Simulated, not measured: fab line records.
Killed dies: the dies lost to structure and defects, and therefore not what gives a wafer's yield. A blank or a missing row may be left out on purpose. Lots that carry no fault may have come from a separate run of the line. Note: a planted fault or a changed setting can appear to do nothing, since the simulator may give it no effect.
fab line records    flow n5-finfet
record: lots: 5  wafers: 15  last-day: 14
route steps=1938 shown BEOL_M11@1590 BEOL_M12@1602 PASSIVATION@1936
lots untouched by any fault: they come from a run of this same line in which no faults occurred
start-h: hours from the record's opening day to when the first of the lot's shown wafers began    wait-h: hours from the lot's prior step to this one    " unchanged from the row above    L1.1+2: a row that stands for several wafers    - either no value or no given start    * or withheld: withheld    < > ~ a bound
route shown NAME@n: a module of which the file shows steps, and the number in the route of the first    usual: the fault-free wafers' mean and standard deviation    same: alike in all rows    chamber/n: place in a boat    sites: each site's reading    _std_site: their standard deviation    _edge_site: outer sites' mean less inner sites'    radius-mm: how far each site lies from the wafer's centre    mask NAME#n: copy n    behind: the most recent tool/chamber to have shaped the wafer    hold: cause of the lot's hold/its duration in hours/its outcome    device: names the non-switching transistor (n, p or np)    end of line: tests of these same wafers at the route's end    step lacking rows: just its recipe    killed: the dies lost at the first sort to structure and to defects; this is not the yield of the wafer    map: shows each die of a wafer: x if killed, . if not, _ if none is there
set.NAME: the setting that was run; set.NAME@STEP: the one run at that earlier step    model.NAME: the simulator's own value behind a step, which no gauge read
a table for each step, a row for each wafer; lots at some steps of the route
services: when a tool's chamber went out of use (start-h, in hours from the record's first day, below 0 if earlier), for how many hours, and the reason
== steps ==
step: N5_BEOL_M11_ALD_74
recipe: material: TaN  target-thk-a: 20  temp-c: 275  ald-precursor-family: PDMAT  ald-co-reactant: NH3  pressure-torr: 3  carrier-flow-sccm: 1500  pulse-time-s: 2  purge-time-s: 3  co-reactant-purge-time-s: 2  co-reactant-pulse-time-s: 3  ald-cycles: 40  precursor-vessel-temp-c: 75  precursor-vessel-pressure-torr: 26.25  precursor-vessel-carrier-sccm: 1000
step: N5_BEOL_M11_SURFACE_TREAT_76
recipe: gas: Ar  time-s: *  ion-energy-ev: *  ion-current-ma-cm2: 0.5  pressure-mtorr: *  ar-flow-sccm: 30
step: N5_BEOL_M11_CVD_75
recipe: material: Co  target-thk-a: 20  temp-c: withheld  precursor: CCTBA/H2  pressure-torr: 30  time-s: 138.9
step: N5_BEOL_M11_SPUTTER_48
recipe: material: Cu  target-thk-a: 120  temp-c: -20  bias-v: 60  power-w: 26000  chamber-pressure-pa: 0.13  time-s: 2
step: N5_BEOL_M11_ECD_50
recipe: material: Cu  target-thk-a: 3180
step: N5_BEOL_M11_ANNEAL_51
recipe: temp-c: 225  time-s: 90  ambient: N2
step: N5_BEOL_M11_CMP_52
recipe: stop-on: SiCOH_lowk  t-overpolish-s: 7  down-force-psi: 1  platen-rpm: 50  clearing-platen-down-force-psi: 1.5  clearing-platen-rpm: 50  post-cmp-clean: cu-alkaline  target-thk-nm: 140  clearing-platen-pad-velocity-m-s: 0.99484  pad-velocity-m-s: 0.99484
step: N5_BEOL_M11_PRE_CLEAN_55
recipe: gas: NH3  time-s: 15  temp-c: withheld  rf-power-w: 300
step: N5_BEOL_M11_DEP_56
recipe: material: SiCN  target-thk-a: 300  temp-c: withheld  precursor: 3MS/NH3  pressure-torr: 3  rf-w: 675  time-s: 10.5
step: N5_BEOL_M12_ILD_DEP_00
recipe: material: SiOC  target-thk-a: 6589.2  temp-c: 350  precursor: DEMS/O2  pressure-torr: 5  rf-w: 500  time-s: 130.7
usual: heater-power-w: 479/58  showerhead-plenum-p-Torr: 5.701/0.014  throttle-valve-pct: 11.8/0.66
lot.wafer  tool      chamber  start-h  wait-h  heater-power-w  showerhead-plenum-p-Torr  throttle-valve-pct  model.SiOC_of_BEOL_M12_ILD_DEP_00.thk-nm
L213.1     pecvd-02  2        250.06   0.0     434             5.694                     10.8                655.6
L213.4     "         0        "        "       496             5.679                     11.7                660.4
L213.6     "         1        "        "       444             5.719                     12.5                666
L215.1     pecvd-02  2        259.78   0.0     462             5.683                     10.7                684
L215.2     "         0        "        "       413             5.681                     11.7                674.6
L215.3     "         1        "        "       398             5.691                     12.4                673.4
L220.2     pecvd-04  2        284.37   0.0     413             5.705                     10.7                658.6
L220.4     "         0        "        "       540             5.689                     12.4                668.2
L220.5     "         2        "        "       439             5.690                     10.7                664.2
L218.1     pecvd-02  0        286.52   0.0     431             5.684                     11.8                664.4
L218.3     "         2        "        "       454             5.684                     10.6                682.8
L218.6     "         2        "        "       455             5.685                     10.7                689.6
L219.1     pecvd-02  0        286.78   0.0     444             5.684                     11.7                668.8
L219.3     "         1        "        "       454             5.717                     12.4                671.4
L219.4     "         1        "        "       468             5.710                     12.4                682
step: N5_BEOL_M12_COAT_58
recipe: resist: BARC  temp-c: 205  time-s: 60  spin-rpm: 1500  resist-thk-nm: 89
step: N5_BEOL_M12_COAT_04
recipe: spin-rpm: 1625  resist-thk-nm: 400
step: N5_BEOL_M12_EBR_06
recipe: solvent: PGMEA  ebr-width-mm: 1.5
step: N5_BEOL_M12_SOFTBAKE_05
recipe: temp-c: 130  time-s: 60
step: N5_BEOL_M12_EXPOSE_07
recipe: mask-id: V11  na: 0.93  source-shape: conventional  sigma-outer: 0.6  polarization: unpolarized  attpsm-phase-deg: 180  dose-mj: 32.5
step: N5_BEOL_M12_PEB_08
recipe: peb-temp-c: 130  peb-time-s: 90
step: N5_BEOL_M12_DEVELOP_09
recipe: develop-time-s: 45  rinse-liquid: diw  dry: air-spin  dev-temp-c: 21
step: N5_BEOL_M12_HARDBAKE_14
recipe: temp-c: 130  time-s: 120
step: N5_BEOL_M12_DESCUM_15
recipe: chemistry: O2  time-s: 7.9  source-power-w: 50  bias-power-w: 20  pressure-mtorr: 20  rf-frequency-hz: 2.712e+07  temp-c: 40  o2-flow-sccm: 225
step: N5_BEOL_M12_ETCH_59
recipe: chemistry: N2/H2  target: BARC  target-depth-a: 890  overetch-a: 267  time-s: 67.9  ion-energy-ev: 200  pressure-mtorr: 30  source-w: 840  bias-w: 150  n2-flow-sccm: 200  h2-flow-sccm: 200
step: N5_BEOL_M12_VIA_ETCH_16
recipe: chemistry: C4F8/O2/Ar  target: SiOC  pressure-mtorr: 30  source-w: 3000  bias-w: 700  Ar_flow_sccm: 400  C4F8_flow_sccm: 15  O2_flow_sccm: 8  he-inner-torr: 15  he-outer-torr: 30  target-depth-a: 7248  time-s: withheld  ion-energy-ev: 250  ends: cleared
usual: drypump-motor-current-A: 5.6/0.43  mfc-ar-sccm: 399.9/1.2  oes-product-au: 0.73/0.062  rf-vpp-V: 666.1/2.5  showerhead-plenum-p-Torr: 3.43/0.088  throttle-valve-pct: 24.16/0.15
lot.wafer  tool         chamber  start-h  wait-h  drypump-motor-current-A  mfc-ar-sccm  oes-product-au  rf-vpp-V  showerhead-plenum-p-Torr  throttle-valve-pct  model.etch.depth-nm  model.coat_of_BEOL_M12_COAT_04.thk-nm
L213.1     rie-diel-06  3        252.70   0.0     5.1                      399.3        0.83            667.4     3.50                      24.17               655.5                122.8
L213.4     "            2        "        "       5.3                      401.3        0.75            669.4     3.56                      23.91               660.3                121.6
L213.6     "            2        "        "       5.3                      401.4        0.74            672.8     3.56                      23.91               666.1                119.4
L215.1     rie-diel-01  2        260.39   0.0     4.9                      400.9        0.78            666.4     3.46                      24.00               683.9                113.2
L215.2     "            1        "        "       6.1                      399.1        0.72            665.8     3.45                      24.32               674.6                118
L215.3     "            0        "        "       5.4                      401.3        0.75            666.6     3.42                      23.96               673.3                117.2
L220.2     rie-diel-05  1        284.98   0.0     5.9                      400.5        0.77            663.0     3.29                      24.21               658.6                122.4
L220.4     "            2        "        "       5.8                      399.1        0.74            662.5     3.30                      24.27               668.2                119.6
L220.5     "            0        "        "       5.8                      401.9        0.69            665.5     3.45                      23.94               664.2                121.8
L218.1     rie-diel-05  2        287.25   0.0     5.8                      398.6        0.74            661.9     3.30                      24.27               664.3                121
L218.3     "            0        "        "       5.7                      400.2        0.68            665.9     3.44                      23.94               682.8                116.4
L218.6     "            3        "        "       6.3                      397.6        0.79            669.2     3.48                      24.13               689.5                112
L219.1     rie-diel-05  0        287.69   0.0     5.7                      400.1        0.69            666.3     3.44                      23.94               668.8                119.8
L219.3     "            1        "        "       5.9                      398.8        0.78            662.9     3.29                      24.21               671.4                119
L219.4     "            3        "        "       6.3                      402.3        0.81            666.4     3.48                      24.12               681.9                114.8
step: N5_BEOL_M12_STRIP_63
recipe: chemistry: N2/H2  power-w: 1000  temp-c: 250  h2-frac: 0.65  overash-fraction: 0.3  pressure-mtorr: 1000  n2-flow-sccm: 1750  h2-flow-sccm: 3250
step: N5_BEOL_M12_STRIP_64
recipe: chemistry: N2/H2  power-w: 1000  temp-c: 250  h2-frac: 0.65  overash-fraction: 0.3  pressure-mtorr: withheld  n2-flow-sccm: 1750  h2-flow-sccm: 3250
step: N5_BEOL_M12_STRIP_71
recipe: chemistry: post-etch-residue-remover  time-s: 60  temp-c: 25  remover-ph: withheld  remover-water-wt-pct: withheld  remover-fluoride-wt-pct: withheld
step: N5_BEOL_M12_SRD_72
recipe: time-s: 30  temp-c: 23  rinse-liquid: diw  dry: n2-spin  spin-rpm: 1500  dry-time-s: 30
step: N5_BEOL_M12_COAT_65
recipe: resist: SOC  temp-c: 250  time-s: 60  spin-rpm: 1500  resist-thk-nm: 300
step: N5_BEOL_M12_COAT_66
recipe: resist: SiARC  temp-c: 220  time-s: 60  spin-rpm: 1500  resist-thk-nm: 110
step: N5_BEOL_M12_COAT_22
recipe: spin-rpm: 2888  resist-thk-nm: 300
step: N5_BEOL_M12_EBR_24
recipe: solvent: PGMEA  ebr-width-mm: 1.5
step: N5_BEOL_M12_SOFTBAKE_23
recipe: temp-c: 130  time-s: 60
step: N5_BEOL_M12_EXPOSE_25
recipe: mask-id: M12  na: 0.93  source-shape: conventional  sigma-outer: 0.4  polarization: unpolarized  dose-mj: 21.8
step: N5_BEOL_M12_PEB_26
recipe: peb-temp-c: 130  peb-time-s: 90
step: N5_BEOL_M12_DEVELOP_27
recipe: develop-time-s: 45  rinse-liquid: diw  dry: air-spin  dev-temp-c: 21
step: N5_BEOL_M12_HARDBAKE_32
recipe: temp-c: 130  time-s: 120
step: N5_BEOL_M12_CMP_49
recipe: stop-on: SiOC  t-overpolish-s: 20.6  down-force-psi: 1  platen-rpm: 50  clearing-platen-down-force-psi: 1.5  clearing-platen-rpm: 50  post-cmp-clean: cu-alkaline  target-thk-nm: 320  clearing-platen-pad-velocity-m-s: 0.99484  pad-velocity-m-s: 0.99484
usual: barrier-field-endpoint-s: 30.5/0.78  clearing-platen-rpm: 50.005/0.027  motor-current-A: 5.7/0.53  overpolish-run-s: 20.600/0.0092  pad-life-wafers: 1100/630
lot.wafer  tool    chamber  start-h  wait-h  barrier-field-endpoint-s  clearing-platen-rpm  motor-current-A  overpolish-run-s  pad-life-wafers  model.SiOC_of_BEOL_M12_ILD_DEP_00.thk-nm
L213.4     cmp-04  2        256.01   0.1     30.6                      49.984               5.2              20.601            1038             600.2
L213.1     "       1        "        "       31.2                      50.002               6.4              20.597            1041             596.4
L213.6     "       3        "        "       31.6                      50.000               6.0              20.616            -                607.2
L215.1     cmp-02  3        265.10   0.3     31.8                      49.972               5.5              20.613            1579             623.4
L215.3     "       0        "        "       29.9                      49.976               6.0              20.594            1580             612.4
L215.2     "       1        "        "       30.0                      49.943               5.5              20.601            1581             616
L220.2     cmp-02  0        294.70   0.3     30.7                      50.037               5.9              20.602            1878             599.2
L220.4     "       1        "        "       30.1                      49.988               5.1              20.586            1879             607.6
L220.5     "       0        "        "       31.3                      50.052               6.1              20.591            -                604.8
L218.3     cmp-03  0        297.53   0.2     29.6                      50.045               5.7              20.606            516              623
L218.1     "       1        "        "       29.6                      49.985               5.2              20.591            517              606.2
L218.6     "       0        "        "       28.9                      49.980               5.4              20.581            -                629.6
L219.4     cmp-03  0        298.85   0.2     29.3                      50.024               5.7              20.602            523              622.4
L219.3     "       1        "        "       30.6                      49.983               5.2              20.602            524              611.2
L219.1     "       2        "        "       29.5                      50.001               5.8              20.594            525              606.6
step: N5_PASSIVATION_PROBE_49
usual: killed_at_M0_to_M3: 31/11  killed_at_M4_up: 14/5.1  killed-at-contacts: 12/5.6  killed-at-front-end: 42/12  killed-at-other: 3.8/2.9  killed-dies: 103/18  killed-open: 67/14  killed-short: 33/8
same: gross-dies: 1180  killed-at-back-side: 0
lot.wafer  tool       chamber  start-h  wait-h  killed_at_M0_to_M3  killed_at_M4_up  killed-at-contacts  killed-at-front-end  killed-at-other  killed-dies  killed-open  killed-short
L213.1     prober-02  -        291.86   0.8     20                  8                10                  34                   0                72           46           24
L213.4     prober-02  -        292.01   1.0     29                  6                12                  43                   4                94           64           30
L213.6     prober-02  -        292.11   1.1     37                  11               19                  28                   4                99           63           35
L215.1     prober-02  -        305.33   0.0     30                  12               11                  37                   4                94           62           30
L215.2     prober-02  -        305.38   0.1     34                  6                22                  27                   2                91           61           27
L215.3     prober-02  -        305.43   0.1     43                  12               13                  40                   0                108          68           25
L220.2     prober-01  -        326.31   0.1     40                  22               11                  55                   1                129          82           41
L220.4     prober-01  -        326.41   0.2     41                  14               4                   41                   3                103          69           34
L220.5     prober-01  -        326.46   0.2     59                  31               10                  38                   2                140          95           42
L218.1     prober-01  -        331.47   0.0     41                  30               11                  55                   3                140          102          34
L218.3     prober-01  -        331.57   0.1     26                  15               7                   67                   2                117          84           30
L218.6     prober-01  -        331.72   0.3     27                  13               14                  34                   2                90           70           19
L219.1     prober-01  -        339.42   0.0     16                  10               9                   62                   6                103          55           39
L219.3     prober-01  -        339.52   0.1     18                  6                7                   43                   5                79           54           25
L219.4     prober-01  -        339.57   0.2     17                  12               16                  61                   3                109          60           44
killed by level:class
L213.1 BEOL_M0_SAQP:geometric-particle:short=9 MOL_CONTACT_COAG:geometric-particle:open=7 BEOL_M0_SAQP:geometric-particle:open=7 STARTING-WAFER:geometric-particle:open=6 DUMMY_GATE:geometric-particle:open=4 ILD0:geometric-particle:short=4 ILD0:geometric-particle:open=4 BEOL_M8:geometric-particle:open=4
L213.4 BEOL_M0_SAQP:geometric-particle:open=13 FIN_SAQP:geometric-particle:open=11 MOL_CONTACT_COAG:geometric-particle:open=10 STI_FIN_REVEAL:geometric-particle:open=9 BEOL_M0_SAQP:geometric-particle:short=7 ILD0:geometric-particle:open=4 STARTING-WAFER:geometric-particle:short=4 FIN_SAQP:geometric-particle:short=3
L213.6 MOL_CONTACT_COAG:geometric-particle:open=15 BEOL_M2:geometric-particle:open=9 BEOL_M0_SAQP:geometric-particle:short=9 BEOL_M0_SAQP:geometric-particle:open=6 BEOL_M4:geometric-particle:open=5 FIN_SAQP:geometric-particle:open=4 STI_FIN_REVEAL:geometric-particle:open=4 GATE_CUT:geometric-particle:short=4
L215.1 FIN_SAQP:geometric-particle:open=8 MOL_CONTACT_COAG:geometric-particle:open=8 BEOL_M0_SAQP:geometric-particle:short=8 BEOL_M2:geometric-particle:open=8 FIN_SAQP:geometric-particle:short=7 STI_FIN_REVEAL:geometric-particle:open=5 BEOL_M3:geometric-particle:open=5 BEOL_M0_SAQP:geometric-particle:open=4
L215.2 MOL_CONTACT_COAG:geometric-particle:open=15 MOL_CONTACT_COAG:geometric-particle:short=7 BEOL_M0_SAQP:geometric-particle:open=7 BEOL_M1:geometric-particle:open=7 BEOL_M0_SAQP:geometric-particle:short=6 STARTING-WAFER:geometric-particle:open=6 BEOL_M1:geometric-particle:short=4 BEOL_M2:geometric-particle:open=4
L215.3 BEOL_M0_SAQP:geometric-particle:short=13 HKMG_FIN:area-etch=12 BEOL_M0_SAQP:geometric-particle:open=11 MOL_CONTACT_COAG:geometric-particle:open=10 FIN_SAQP:geometric-particle:open=7 BEOL_M2:geometric-particle:open=6 BEOL_M3:geometric-particle:open=5 BEOL_M0:geometric-particle:open=4
L220.2 BEOL_M0_SAQP:geometric-particle:short=14 STI_FIN_REVEAL:geometric-particle:open=13 BEOL_M0_SAQP:geometric-particle:open=11 MOL_CONTACT_COAG:geometric-particle:open=8 BEOL_M4:geometric-particle:open=7 BEOL_M5:geometric-particle:open=7 BEOL_M3:geometric-particle:open=6 DUMMY_GATE:geometric-particle:open=6
L220.4 BEOL_M0_SAQP:geometric-particle:open=13 FIN_SAQP:geometric-particle:open=12 FIN_SAQP:geometric-particle:short=8 BEOL_M0_SAQP:geometric-particle:short=8 BEOL_M3:geometric-particle:open=7 DUMMY_GATE:geometric-particle:open=6 BEOL_M1:geometric-particle:open=6 BEOL_M4:geometric-particle:open=4
L220.5 BEOL_M0_SAQP:geometric-particle:open=17 BEOL_M4:geometric-particle:open=17 BEOL_M0_SAQP:geometric-particle:short=15 BEOL_M1:geometric-particle:open=9 MOL_CONTACT_COAG:geometric-particle:open=7 BEOL_M2:geometric-particle:open=7 ILD0:geometric-particle:open=6 FIN_SAQP:geometric-particle:open=4
L218.1 STI_FIN_REVEAL:geometric-particle:open=22 BEOL_M4:geometric-particle:open=19 BEOL_M0_SAQP:geometric-particle:open=10 MOL_CONTACT_COAG:geometric-particle:open=9 BEOL_M3:geometric-particle:open=9 BEOL_M2:geometric-particle:open=7 GATE_CUT:geometric-particle:short=6 STARTING-WAFER:geometric-particle:short=5
L218.3 STI_FIN_REVEAL:geometric-particle:open=30 BEOL_M1:geometric-particle:open=10 GATE_CUT:geometric-particle:short=9 BEOL_M4:geometric-particle:open=8 STI_FIN_REVEAL:geometric-particle:short=5 BEOL_M2:geometric-particle:open=5 MOL_CONTACT_COAG:geometric-particle:open=5 GATE_CUT:geometric-particle:open=4
L218.6 STI_FIN_REVEAL:geometric-particle:open=14 MOL_CONTACT_COAG:geometric-particle:open=12 BEOL_M0_SAQP:geometric-particle:open=9 BEOL_M1:geometric-particle:open=7 BEOL_M4:geometric-particle:open=5 BEOL_M3:geometric-particle:open=5 BEOL_M8:geometric-particle:open=4 GATE_CUT:geometric-particle:short=4
L219.1 FIN_SAQP:geometric-particle:short=11 GATE_CUT:geometric-particle:short=9 GATE_CUT:geometric-particle:open=8 HKMG_FIN:area-etch=8 FIN_SAQP:geometric-particle:open=7 MOL_CONTACT_COAG:geometric-particle:open=7 BEOL_M4:geometric-particle:open=7 STI_FIN_REVEAL:geometric-particle:open=5
L219.3 FIN_SAQP:geometric-particle:open=10 STI_FIN_REVEAL:geometric-particle:open=8 FIN_SAQP:geometric-particle:short=7 GATE_CUT:geometric-particle:open=5 MOL_CONTACT_COAG:geometric-particle:open=5 BEOL_M3:geometric-particle:open=5 STI_FIN_REVEAL:geometric-particle:short=4 DUMMY_GATE:geometric-particle:open=3
L219.4 FIN_SAQP:geometric-particle:short=20 MOL_CONTACT_COAG:geometric-particle:open=13 FIN_SAQP:geometric-particle:open=8 GATE_CUT:geometric-particle:short=6 STI_FIN_REVEAL:geometric-particle:open=5 GATE_CUT:geometric-particle:open=5 HKMG_FIN:area-etch=5 DUMMY_GATE:geometric-particle:open=4
== services ==
tool         chamber  start-h  hours  kind
pecvd-02     0        226.37   5.5    scheduled-down
cmp-03       -        233.02   4.0    pm
pecvd-02     0        233.12   2.1    scheduled-down
cmp-03       -        237.02   -      consumable-replace:conditioner
cmp-03       -        237.02   -      consumable-replace:pad
cmp-04       -        257.55   19.6   repair
rie-diel-01  3        263.49   2.6    repair
rie-diel-01  3        266.36   -      clean
rie-diel-01  3        266.36   -      consumable-replace:focus-ring
rie-diel-01  3        266.36   24.7   scheduled-down
rie-diel-01  3        266.36   24.7   vent-cycle
rie-diel-06  1        287.58   -      clean
rie-diel-06  1        287.58   -      consumable-replace:focus-ring
rie-diel-06  1        287.58   -      consumable-replace:showerhead
rie-diel-06  1        287.58   19.8   scheduled-down
rie-diel-06  1        287.58   19.8   vent-cycle
pecvd-04     1        287.77   1.9    repair
rie-diel-05  -        290.15   2.6    repair
cmp-04       -        293.90   0.8    repair
pecvd-04     2        296.36   2.1    scheduled-down
== key ==
first-sign none at tools or gauges
model-effect: step: N5_BEOL_M12_ILD_DEP_00  value: SiOC_of_BEOL_M12_ILD_DEP_00.thk-nm  without: 657.9  struck: 676.8
model-effect: step: N5_BEOL_M12_VIA_ETCH_16  value: etch.depth-nm  without: 657.9  struck: 676.7
model-effect: step: N5_BEOL_M12_CMP_49  value: SiOC_of_BEOL_M12_ILD_DEP_00.thk-nm  without: 597.9  struck: 616.8
met-at N5_BEOL_M12_ILD_DEP_00
struck-wafers L215.1,L215.2,L215.3,L218.1,L218.3,L218.6,L219.1,L219.3,L219.4
tester-left-out L215,L218,L219
baseline-loss: step: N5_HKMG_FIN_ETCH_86  wafers: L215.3
onset-between 250.06 259.78
earlier-fault: kind: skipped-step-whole  tool: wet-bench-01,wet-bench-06  chamber: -  onset-h: 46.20  steps: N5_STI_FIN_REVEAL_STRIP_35  scope: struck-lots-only
earlier-fault: kind: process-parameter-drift  tool: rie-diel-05  chamber: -  onset-h: 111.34  steps: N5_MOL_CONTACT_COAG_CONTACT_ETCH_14  channel: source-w  offset: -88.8  shape: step  acts-in: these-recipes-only  stated: 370
fault: kind: process-parameter-drift  tool: pecvd-02  chamber: -  onset-h: 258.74  steps: N5_BEOL_M12_ILD_DEP_00  channel: target-thk-a  offset: *  shape: step  acts-in: *  stated: *
tester-left-out: of these lots the tester's yield and bins aren't shown, on N5 and GAA mostly nor the transistor test; their killed dies are dies lost to structure and defects alone, not to doping, threshold or leakage, so they don't give the yield
baseline-loss: these wafers lose ten dies or more at that step, a loss of the line's own and not of a fault; the sort's usual values leave them out
